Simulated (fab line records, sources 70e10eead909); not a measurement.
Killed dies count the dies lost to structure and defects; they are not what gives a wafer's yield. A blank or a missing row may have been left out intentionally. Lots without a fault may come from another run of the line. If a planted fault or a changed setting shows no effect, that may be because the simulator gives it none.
Chamber matching ; flow nandHarc ; NHARC_A_CHANNEL_FILL_D1_STRIP_28 on rieDiel-05: 4 sister chambers
The step strips in O2, time 20 s. 24 wafers are shown with their chamber, then 12 later ones without.

## WAFERS, EACH WITH ITS CHAMBER
wafer;chamber;drypumpMotorCurrentA (A);rfVppV (V);oesProductAu (a.u.)
L074.2;0;6.5;59.4;1.002
L074.4;3;5.3;56.9;1.004
L074.5;2;5.7;57.1;1.006
L075.3;3;5.2;58.5;1.004
L075.4;0;6.5;57.8;0.995
L075.6;0;6.5;58.5;1.000
L076.2;2;5.7;56.5;1.008
L076.4;0;6.5;57.7;1.004
L076.5;1;6.1;57.8;1.009
L081.2;1;6.1;57.7;1.008
L081.3;0;6.5;57.0;1.002
L081.6;0;6.5;58.4;0.999
L082.3;3;5.3;58.7;1.006
L082.4;0;6.5;57.6;0.999
L082.6;2;5.7;56.4;0.999
L088.1;1;6.1;57.7;1.008
L088.4;0;6.5;57.7;0.999
L088.5;2;5.7;57.2;1.008
L089.1;1;6.2;58.0;1.004
L089.2;2;5.7;57.6;0.996
L089.4;0;6.5;56.8;0.994
L092.1;2;5.7;56.2;0.998
L092.3;3;5.3;59.3;1.006
L092.5;0;6.5;59.2;1.013

SIGNATURES (averages over the wafers above)
reading;chamber 0;chamber 1;chamber 2;chamber 3;scatter within a chamber
drypumpMotorCurrentA;6.500;6.125;5.700;5.275;0.0274
rfVppV;58.010;57.800;56.833;58.350;0.753
oesProductAu;1.00070;1.00725;1.00250;1.00500;0.00457
Rule: a wafer lies at a distance from a chamber equal to the root of the sum of squares, over the readings, of (its reading less the chamber's mean, divided by the reading's scatter). The wafer belongs to the nearest chamber; if the next one is less than 2 further off, it can't be placed. The scatter: the root of (the sum of the squares of (reading less its chamber's mean) over the shown wafers, divided by (wafers less chambers)).

## WAFERS WITH NO CHAMBER GIVEN
wafer;drypumpMotorCurrentA (A);rfVppV (V);oesProductAu (a.u.)
L093.1;6.5;58.5;1.007
L093.2;5.8;56.0;0.999
L093.6;6.1;57.6;1.014
L094.1;5.3;59.8;1.002
L094.5;6.5;57.5;0.992
L094.6;6.1;56.5;0.998
L096.2;5.2;57.7;1.002
L096.4;5.8;58.6;1.003
L096.6;5.7;56.3;1.002
L097.1;6.5;58.3;1.014
L097.2;5.7;58.0;1.003
L097.4;5.3;57.4;1.009

## CHAMBER TAKEN BY EACH
wafer;from the rows above;in truth
L093.1;0;0
L093.2;2;2
L093.6;1;1
L094.1;3;3
L094.5;0;0
L094.6;1;1
L096.2;3;3
L096.4;2;2
L096.6;2;2
L097.1;0;0
L097.2;2;2
L097.4;3;3
Correct placement for 12 of the 12. Left unplaced by these rows: 0. Wrongly placed: 0.
